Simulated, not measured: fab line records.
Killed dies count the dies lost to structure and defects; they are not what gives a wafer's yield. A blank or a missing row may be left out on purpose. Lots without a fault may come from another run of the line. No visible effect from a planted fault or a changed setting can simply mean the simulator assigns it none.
One fault seen from 2 desks -- flow n5_finfet -- what lay behind the numbers comes last; until then each desk has only its own

FOR THE TOOL OWNER'S DESK: rie_diel-01
The tool's own readings at N5_BEOL_M1_ETCH_41 (etches SiCN in CH3F/O2, target depth 31.9 nm, time 57.8 s): means of the sampled wafers that have a number, for each lot that ran on this tool. Any lot whose mean is over 4 standard deviations away from the usual mean is out of limits and marked OUT; that distance is given in the brackets.
Columns: A = drypump_motor_current_A at N5_BEOL_M1_ETCH_41, usual 5.8 A; B = oes_product_au at N5_BEOL_M1_ETCH_41, usual 0.79 a.u.; C = rf_vpp_V at N5_BEOL_M1_ETCH_41, usual 297.3 V; D = showerhead_plenum_p_Torr at N5_BEOL_M1_ETCH_41, usual 1.99 Torr; E = throttle_valve_pct at N5_BEOL_M1_ETCH_41, usual 16.30 %
lot,first seen here,A,B,C,D,E
L494,day 8 07:52,6.1,0.83,295.8,1.94,16.12
L504,day 10 11:34,5.8,0.86,296.9,2.00,16.46
L505,day 10 19:47,6.0,0.96,297.5,2.01,16.18
This desk's verdict: no lot among the 3 shows anything out of limits.

METROLOGY DESK
Lot by lot, what the gauges showed, no matter which tool ran the lot: averages of those sampled wafers that carry a number. Any lot whose mean is over 4 standard deviations away from the usual mean is out of limits and marked OUT; that distance is given in the brackets. Of its 10 readings 7 are shown: those that lie furthest out on some lot.
Columns: A = DIBL_N at N5_BEOL_M4_RC_MEAS_101, usual 36.6 mV/V; B = DIBL_P at N5_BEOL_M4_RC_MEAS_101, usual 36.7 mV/V; C = IOFF_N at N5_BEOL_M4_RC_MEAS_101, usual 0.16 nA/um; D = ION_N at N5_BEOL_M4_RC_MEAS_101, usual 672 uA/um; E = SS_N at N5_BEOL_M4_RC_MEAS_101, usual 71.6 mV/dec; F = SS_P at N5_BEOL_M4_RC_MEAS_101, usual 73.5 mV/dec; G = VT_N at N5_BEOL_M4_RC_MEAS_101, usual 250 mV
lot,first seen here,A,B,C,D,E,F,G
L491,day 9 21:05,36.2,37.1,0.16,677,71.9,73.5,251
L494,day 10 10:37,35.6,36.0,0.16,676,71.6,73.8,250
L495,day 10 20:51,39.2,39.9,0.22,688,72.6,73.8,245
L496,day 10 22:28,36.3,35.9,0.14,669,71.5,72.8,252
L504,day 13 03:00,35.7,36.8,0.15,666,71.4,73.6,252
L505,day 13 05:27,36.8,38.7,0.19,676,71.8,74.4,249
This desk's verdict: no lot among the 6 shows anything out of limits.

BROUGHT TOGETHER
The tool owner's desk saw nothing out of limits.
Metrology desk: nothing out of limits seen.

WHAT THE SIMULATOR HAD PUT IN
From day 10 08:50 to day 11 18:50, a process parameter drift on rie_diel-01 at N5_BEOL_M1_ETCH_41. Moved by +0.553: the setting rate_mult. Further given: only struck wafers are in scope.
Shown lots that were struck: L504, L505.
